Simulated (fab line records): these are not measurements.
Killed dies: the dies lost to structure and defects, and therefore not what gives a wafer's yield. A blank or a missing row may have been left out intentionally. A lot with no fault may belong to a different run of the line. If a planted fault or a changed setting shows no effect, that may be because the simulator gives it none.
A lot that was struck, set against a sound lot || flow nand harc || 16 steps out of a route of 1302
Sound: the wafers L839.1, L839.2, L839.3. Struck: wafers L857.2, L857.6. (L857.4 of the same lot was not struck and is left out.) The cause comes at the end.
Each step with rows lists, per side, the tool, then ch with its chambers, then its first start. Under that, the readings that differ: sound wafers || struck wafers || difference of the means || sigmas: that difference in standard deviations of wafers without a fault.
alike: a reading whose means differ by less than 2 such deviations, as well as words and numbers matching on both sides. not compared: withheld readings; readings where some wafer has no value; bounds like >300 that might hide an equal value; numbers whose values overlap and for which the record gives no deviation.
A row with sigmas, a row that says differs or no value, or rows on one side alone: a step with any of these is where the two part. When numbers do not overlap yet have no deviation, they are printed without sigmas and do not part them. Lack of a reading on every wafer of one side parts them only where that side has two or more wafers.

NHARC_A_M1_INSPECT_11:
  struck on defect inspect-02, day 30 09:40; sound on defect inspect-02, day 23 05:52
  alike: raw defect count
NHARC_A_M1_DESCUM_14: chemistry O2, time 3 s.
  sound on rie diel-11 ch 0,1,3, day 23 05:55; struck on rie diel-11 ch 0,1, day 30 09:44
  alike: chamber pressure mTorr, drypump motor current A, oes product au, rf vpp V, showerhead plenum p Torr, throttle valve pct
  not compared: rf hours counter h
then, 1 step without rows for these wafers: NHARC_A_M1_ETCH_35 (etches the open film in N2/H2, target depth 40 nm, overetch 12 nm, time 43.94 s).
NHARC_A_M1_ETCH_15: etches the open film in C4F8/Ar, target depth 182.5 nm, time 91.2 s.
  sound: rie diel-11 ch 0,1,3; struck: rie diel-11 ch 0,2
  alike: chamber pressure mTorr, oes product au, rf vpp V
  not compared: rf hours counter h
NHARC_A_M1_CD_MEAS_16:
  struck on cd sem-03, day 30 10:02; sound on cd sem-03, day 23 06:16
  alike: cd nm
then, 1 step without rows for these wafers: NHARC_A_M1_STRIP_18 (strips in N2/H2).
NHARC_A_M1_ETCH_28: etches the open film in CF4/N2, target depth 30 nm, time 72.99 s.
  sound: rie diel-12 ch 0,2,3; struck: rie diel-12 ch 1,3
  alike: chamber pressure mTorr, drypump motor current A, oes product au, rf vpp V, showerhead plenum p Torr, throttle valve pct
  not compared: rf hours counter h
then, 2 steps without rows for these wafers: NHARC_A_M1_STRIP_19 (strips in post etch residue remover, time 600 s); NHARC_A_M1_DEGAS_29 (time 60 s).
NHARC_A_M1_PRE_CLEAN_30: time 30 s.
  sound on pvd sputter-02; struck on pvd sputter-02
  alike: heater power w
NHARC_A_M1_PVD_20: deposits TaN, target thk 5 nm, time 8.06 s.
  sound on pvd sputter-02; struck on pvd sputter-02
  alike: throttle valve pct
then, 1 step without rows for these wafers: NHARC_A_M1_PVD_21 (deposits Cu, target thk 30 nm, time 20.49 s).
NHARC_A_M1_ECD_22: material Cu, target thk 400 nm.
  sound on ecd cu-01 ch 0,1, day 23 07:20; struck on ecd cu-02 ch 0,1, day 30 11:07
then, 1 step without rows for these wafers: NHARC_A_M1_ANNEAL_31 (time 90 s).
NHARC_A_M1_CMP_23: polishes, t overpolish 20 s, target thk 154.34 nm.
  sound on cmp-02 ch 0,2,3, day 23 08:04; struck on cmp-03 ch 2,3, day 30 11:50
{"reading": "time to endpoint s (s)", "sound": "27.4 29.5 24.7", "struck": "10.9 9.8", "difference": -16.8, "sigmas": -7}
  alike: motor current A
NHARC_A_M1_THK_MEAS_24: measures by xrf.
  struck on film metro-02, day 30 12:09; sound on film metro-02, day 23 08:23
  alike: thk nm

== WHERE THEY PART ==
Only at NHARC_A_M1_CMP_23, within this record. Later steps at which nothing parts them and some readings are alike: NHARC_A_M1_THK_MEAS_24.

WHY: what the simulator had put in
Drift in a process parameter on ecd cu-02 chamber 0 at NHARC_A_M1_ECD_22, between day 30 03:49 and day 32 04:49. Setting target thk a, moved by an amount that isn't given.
